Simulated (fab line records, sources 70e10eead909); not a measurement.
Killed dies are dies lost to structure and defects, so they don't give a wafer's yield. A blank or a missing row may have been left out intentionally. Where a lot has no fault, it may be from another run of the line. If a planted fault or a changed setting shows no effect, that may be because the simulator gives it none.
Matching of chambers || flow nand harc || 3 sister chambers for NHARC_A_STAIRCASE_DEP_259 on pecvd-03
The step deposits SiON, target thk 30 nm. 6 wafers are shown with their chamber, then 11 later ones without.

EACH WAFER AND ITS CHAMBER
{"wafer": "L081.6", "chamber": 1, "heater power w (W)": 818}
{"wafer": "L083.6", "chamber": 0, "heater power w (W)": 784}
{"wafer": "L085.1", "chamber": 1, "heater power w (W)": 806}
{"wafer": "L085.2", "chamber": 0, "heater power w (W)": 682}
{"wafer": "L085.3", "chamber": 2, "heater power w (W)": 913}
{"wafer": "L084.2", "chamber": 2, "heater power w (W)": 828}

WAFERS WITHOUT THEIR CHAMBER
{"wafer": "L084.3", "heater power w (W)": 717}
{"wafer": "L084.5", "heater power w (W)": 744}
{"wafer": "L089.1", "heater power w (W)": 747}
{"wafer": "L089.3", "heater power w (W)": 765}
{"wafer": "L089.6", "heater power w (W)": 778}
{"wafer": "L097.2", "heater power w (W)": 758}
{"wafer": "L097.3", "heater power w (W)": 911}
{"wafer": "L097.6", "heater power w (W)": 756}
{"wafer": "L096.1", "heater power w (W)": 887}
{"wafer": "L096.2", "heater power w (W)": 706}
{"wafer": "L096.6", "heater power w (W)": 902}

CHAMBER TAKEN BY EACH
{"wafer": "L084.3", "from the rows above": "can't be placed: 0 or 1", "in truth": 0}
{"wafer": "L084.5", "from the rows above": "can't be placed: 0 or 1", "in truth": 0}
{"wafer": "L089.1", "from the rows above": "can't be placed: 0 or 1", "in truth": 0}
{"wafer": "L089.3", "from the rows above": "can't be placed: 0 or 1 or 2", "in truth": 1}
{"wafer": "L089.6", "from the rows above": "can't be placed: 1 or 0 or 2", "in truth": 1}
{"wafer": "L097.2", "from the rows above": "can't be placed: 0 or 1 or 2", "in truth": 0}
{"wafer": "L097.3", "from the rows above": "can't be placed: 2 or 1", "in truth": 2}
{"wafer": "L097.6", "from the rows above": "can't be placed: 0 or 1 or 2", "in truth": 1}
{"wafer": "L096.1", "from the rows above": "can't be placed: 2 or 1", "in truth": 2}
{"wafer": "L096.2", "from the rows above": "can't be placed: 0 or 1", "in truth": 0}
{"wafer": "L096.6", "from the rows above": "can't be placed: 2 or 1", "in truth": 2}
Placed correctly: 0 of 11. Not placeable from these rows: 11 (in 11, the candidates include the true chamber). Number placed wrongly: 0.
How it was worked out, from the rows above alone: a wafer's distance from a chamber is the root of the sum, over the readings, of the square of ((its reading less the chamber's mean) divided by the reading's scatter). The wafer belongs to the nearest chamber; if the next one is less than 2 further off, it can't be placed. The mean given for a chamber averages the wafers shown for that chamber. The scatter is the square root of a quotient: the sum, over the shown wafers, of each reading's squared deviation from its chamber's mean, divided by wafers minus chambers.
